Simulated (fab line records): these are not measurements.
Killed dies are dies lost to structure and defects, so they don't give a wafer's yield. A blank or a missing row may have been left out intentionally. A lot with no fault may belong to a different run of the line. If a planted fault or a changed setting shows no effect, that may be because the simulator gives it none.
A lot that was struck, set against a sound lot ; flow n5_finfet ; 15 steps out of a route of 1938
Sound: the wafers L645.1, L645.5, L645.6. Wafers struck: L656.1, L656.4, L656.5. Last of all comes the cause.
For every step that has rows: the tool of each side, followed by ch and its chambers, followed by its first start. Under that, the readings that differ: sound wafers ; struck wafers ; difference of the means ; sigmas: that difference in standard deviations of wafers without a fault.
alike: readings with means less than 2 such deviations apart, plus words and numbers identical on both sides. not compared: withheld readings, readings lacking a value on some wafer, bounds such as >300 that could conceal the same value, and numbers that have no deviation in the record and whose values overlap.
The two part at a step that has a row with sigmas, a row that says differs or no value, or rows on one side only. When numbers do not overlap yet have no deviation, they are printed without sigmas and do not part them. Lack of a reading on every wafer of one side parts them only where that side has two or more wafers.

N5_DUMMY_GATE_ETCH_42: etches SiO2 in CHF3/O2, target depth 3.5 nm, time 31 s.
  sound on rie_diel-02 ch 0,1, day 4 00:27; struck on rie_diel-02 ch 1,3, day 6 13:57
reading;sound;struck;difference;sigmas
O2_flow_sccm (sccm);5.026 5.040 5.004;5.018 4.979 4.977;-0.032;-2
  alike: CHF3_flow_sccm, drypump_motor_current_A, mfc_ar_sccm, oes_product_au, rf_vpp_V, showerhead_plenum_p_Torr, throttle_valve_pct
  not compared: rf_hours_counter_h
N5_DUMMY_GATE_STRIP_48: strips in N2/H2, time 20 s.
  sound on rie_diel-02 ch 0,1, day 4 00:30; struck on rie_diel-02 ch 1,3, day 6 14:00
  alike: drypump_motor_current_A, oes_product_au, rf_vpp_V, showerhead_plenum_p_Torr, throttle_valve_pct
  not compared: rf_hours_counter_h
then, 5 steps without rows for these wafers: N5_DUMMY_GATE_PRECLEAN_33 (cleans in dHF, time 10 s); N5_DUMMY_GATE_PRECLEAN_25 (cleans in O3/DIW, time 45 s); N5_DUMMY_GATE_PRECLEAN_51 (cleans in SC2, time 45 s); N5_DUMMY_GATE_SRD_26 (time 30 s); N5_DUMMY_GATE_UV_OZONE_45 (time 120 s).
N5_DUMMY_GATE_INSPECT_27: inspects for defects (brightfield).
  struck on defect_inspect-02, day 6 14:11; sound on defect_inspect-02, day 4 00:41
  alike: raw_defect_count
N5_SPACER0_ALD_07: deposits SiNx, target thk 2 nm.
  sound on ald_sin-04 ch 0,1,2, day 4 00:43; struck on ald_sin-02 ch 0,1,2, day 6 14:13
  alike: heater_power_w
N5_SPACER0_ALD_00: deposits SiOCN, target thk 3.5 nm, pulse time 3 s, purge time 2 s.
  sound on ald_sin-04 ch 0,1,2, day 4 00:52; struck on ald_sin-02 ch 0,1,2, day 6 14:23
  alike: heater_power_w, precursor_pulse_height_rel
N5_SPACER0_ALD_08: deposits SiNx, target thk 2 nm.
  sound on ald_sin-04 ch 0,1,2, day 4 01:08; struck on ald_sin-02 ch 0,1,2, day 6 14:38
  alike: heater_power_w
N5_SPACER0_INSPECT_04: inspects for defects (darkfield).
  struck on defect_inspect-02, day 6 14:47; sound on defect_inspect-02, day 4 01:17
  alike: raw_defect_count
N5_SD_EPI_N_COAT_32: time 60 s, resist thk 350 nm.
  sound on litho_track-03 ch 0, day 4 01:19; struck on litho_track-03 ch 0, day 6 14:49
reading;sound;struck;difference;sigmas
heater_power_total_W (W);503.1 501.8 502.9;657.2 662.0 656.3;+155.9;+87
run_length_s (s);66.29 66.23 66.19;44.54 44.27 44.38;-21.84;-99 or more
model.SOC_of_SD_EPI_N_COAT_32.thk_nm (nm);349.4 350.6 350.2;352.6 353.2 353.2;+2.9;
then, 1 step without rows for these wafers: N5_SD_EPI_N_COAT_33 (time 60 s, resist thk 35 nm).
-- here the record skips 9 days between the struck wafers' starts before and after, leaving off in module SD_EPI_N and picking up in module PASSIVATION (first step shown: number 1936 of the route) --
N5_PASSIVATION_PROBE_49:
  struck on prober-01, day 15 18:06; sound on prober-01, day 13 20:05
  alike: killed_at_M0_to_M3, killed_at_M4_up, killed_at_contacts, killed_at_front_end, killed_at_other, killed_dies, killed_open, killed_short

## WHERE THEY PART
First at N5_DUMMY_GATE_ETCH_42; last, within this record, at N5_SD_EPI_N_COAT_32. Later steps at which nothing parts them and some readings are alike: N5_PASSIVATION_PROBE_49.

WHY: the cause the simulator had injected
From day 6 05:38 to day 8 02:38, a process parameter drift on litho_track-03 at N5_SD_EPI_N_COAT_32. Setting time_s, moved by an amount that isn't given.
